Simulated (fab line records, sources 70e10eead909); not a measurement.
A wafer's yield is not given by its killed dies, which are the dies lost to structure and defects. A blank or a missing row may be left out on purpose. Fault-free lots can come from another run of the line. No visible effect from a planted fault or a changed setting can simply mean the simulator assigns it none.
Chamber matching | flow nand harc | NHARC_A_M1_DEP_00 on pecvd-03: 3 sister chambers
The step deposits SiOC, target thk 182.5 nm. 6 wafers are shown with their chamber, then 8 later ones without.

== EACH WAFER AND ITS CHAMBER ==
wafer  | chamber | chamber pressure Torr (Torr) | rf fwd power W (W)
L840.1 | 1       | 4.995                        | 600.1
L840.5 | 1       | 4.988                        | 600.0
L852.1 | 2       | 5.003                        | 599.5
L853.5 | 0       | 4.988                        | 599.2
L853.6 | 2       | 5.023                        | 598.5
L854.1 | 0       | 5.003                        | 597.6

== WAFERS WITHOUT THEIR CHAMBER ==
wafer  | chamber pressure Torr (Torr) | rf fwd power W (W)
L854.2 | 5.014                        | 600.4
L854.5 | 4.982                        | 597.4
L857.2 | 5.010                        | 599.3
L857.3 | 5.007                        | 597.1
L857.6 | 4.992                        | 600.8
L859.1 | 4.991                        | 599.2
L859.3 | 4.995                        | 596.8
L859.6 | 4.994                        | 600.2

== WHICH CHAMBER EACH WENT THROUGH ==
wafer  | from the rows above          | in truth
L854.2 | can't be placed: 2 or 1 or 0 | 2
L854.5 | can't be placed: 0 or 1 or 2 | 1
L857.2 | can't be placed: 2 or 0 or 1 | 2
L857.3 | can't be placed: 0 or 2      | 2
L857.6 | 1                            | 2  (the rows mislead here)
L859.1 | can't be placed: 1 or 0 or 2 | 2
L859.3 | can't be placed: 0 or 2      | 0
L859.6 | 1                            | 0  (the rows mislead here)
Correctly placed: 0 of 8. Cannot be placed on the basis of these rows: 6; the candidates contain the true chamber in 6. Number placed wrongly: 2.
How it was worked out, from the rows above alone: a wafer's distance from a chamber is the root of the sum, over the readings, of the square of ((its reading less the chamber's mean) divided by the reading's scatter). If the next closest chamber is less than 2 further off than the closest, the wafer can't be placed; otherwise it belongs to the closest. For every chamber, the mean is computed from those of its wafers that are shown. How the scatter is found: for the shown wafers, subtract from each reading the mean of its chamber, square and add these, divide the total by (wafers less chambers), then take the root.
